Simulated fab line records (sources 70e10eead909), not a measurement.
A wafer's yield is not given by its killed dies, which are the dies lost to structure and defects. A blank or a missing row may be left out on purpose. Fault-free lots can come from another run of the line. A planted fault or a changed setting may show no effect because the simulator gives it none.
Chamber matching / flow nand harc / rie diel-01 running NHARC_P_M1_DESCUM_14: 4 sister chambers
The step chemistry O2, time 3 s. 14 wafers are shown with their chamber, then 6 later ones without.

EACH WAFER AND ITS CHAMBER
wafer=L130.3; chamber=0; showerhead plenum p Torr (Torr)=1.85; drypump motor current A (A)=5.8; o2 flow sccm (sccm)=200.0
wafer=L130.5; chamber=0; showerhead plenum p Torr (Torr)=1.85; drypump motor current A (A)=5.8; o2 flow sccm (sccm)=199.8
wafer=L130.6; chamber=3; showerhead plenum p Torr (Torr)=2.02; drypump motor current A (A)=6.2; o2 flow sccm (sccm)=199.8
wafer=L132.1; chamber=3; showerhead plenum p Torr (Torr)=2.02; drypump motor current A (A)=6.2; o2 flow sccm (sccm)=200.5
wafer=L132.4; chamber=1; showerhead plenum p Torr (Torr)=1.87; drypump motor current A (A)=6.5; o2 flow sccm (sccm)=199.2
wafer=L132.5; chamber=3; showerhead plenum p Torr (Torr)=2.02; drypump motor current A (A)=6.3; o2 flow sccm (sccm)=200.5
wafer=L135.3; chamber=1; showerhead plenum p Torr (Torr)=1.86; drypump motor current A (A)=6.5; o2 flow sccm (sccm)=200.4
wafer=L135.4; chamber=0; showerhead plenum p Torr (Torr)=1.85; drypump motor current A (A)=5.8; o2 flow sccm (sccm)=200.2
wafer=L135.6; chamber=0; showerhead plenum p Torr (Torr)=1.85; drypump motor current A (A)=5.8; o2 flow sccm (sccm)=200.2
wafer=L138.2; chamber=0; showerhead plenum p Torr (Torr)=1.85; drypump motor current A (A)=5.8; o2 flow sccm (sccm)=199.9
wafer=L138.3; chamber=1; showerhead plenum p Torr (Torr)=1.86; drypump motor current A (A)=6.5; o2 flow sccm (sccm)=199.6
wafer=L138.6; chamber=2; showerhead plenum p Torr (Torr)=1.86; drypump motor current A (A)=4.9; o2 flow sccm (sccm)=199.9
wafer=L143.1; chamber=3; showerhead plenum p Torr (Torr)=2.02; drypump motor current A (A)=6.2; o2 flow sccm (sccm)=200.3
wafer=L143.3; chamber=0; showerhead plenum p Torr (Torr)=1.85; drypump motor current A (A)=5.8; o2 flow sccm (sccm)=200.2

SIGNATURES, as means of the wafers listed above
reading=showerhead plenum p Torr; chamber 0=1.8500; chamber 1=1.8633; chamber 2=1.8600; chamber 3=2.0200; scatter within a chamber=0.00258
reading=drypump motor current A; chamber 0=5.800; chamber 1=6.500; chamber 2=4.900; chamber 3=6.225; scatter within a chamber=0.0274
reading=o2 flow sccm; chamber 0=200.050; chamber 1=199.733; chamber 2=199.900; chamber 3=200.275; scatter within a chamber=0.351
Rule: a wafer lies at a distance from a chamber equal to the root of the sum of squares, over the readings, of (its reading less the chamber's mean, divided by the reading's scatter). The wafer belongs to the nearest chamber; if the next one is less than 2 further off, it can't be placed. The scatter: take each reading less its chamber's mean, square it, sum over the shown wafers, divide by the number of wafers less the number of chambers, and take the root.

WAFERS MISSING THEIR CHAMBER
wafer=L149.1; showerhead plenum p Torr (Torr)=1.86; drypump motor current A (A)=4.9; o2 flow sccm (sccm)=199.0
wafer=L149.2; showerhead plenum p Torr (Torr)=1.84; drypump motor current A (A)=5.8; o2 flow sccm (sccm)=200.0
wafer=L149.4; showerhead plenum p Torr (Torr)=1.86; drypump motor current A (A)=6.5; o2 flow sccm (sccm)=200.5
wafer=L150.3; showerhead plenum p Torr (Torr)=1.84; drypump motor current A (A)=5.8; o2 flow sccm (sccm)=200.3
wafer=L150.4; showerhead plenum p Torr (Torr)=1.86; drypump motor current A (A)=4.9; o2 flow sccm (sccm)=199.6
wafer=L150.5; showerhead plenum p Torr (Torr)=1.86; drypump motor current A (A)=4.9; o2 flow sccm (sccm)=200.7

THE CHAMBER EACH PASSED THROUGH
wafer=L149.1; from the rows above=2; in truth=2
wafer=L149.2; from the rows above=0; in truth=0
wafer=L149.4; from the rows above=1; in truth=1
wafer=L150.3; from the rows above=0; in truth=0
wafer=L150.4; from the rows above=2; in truth=2
wafer=L150.5; from the rows above=2; in truth=2
Correct placement for 6 of the 6. Number that these rows cannot place: 0. Wrongly placed: 0.
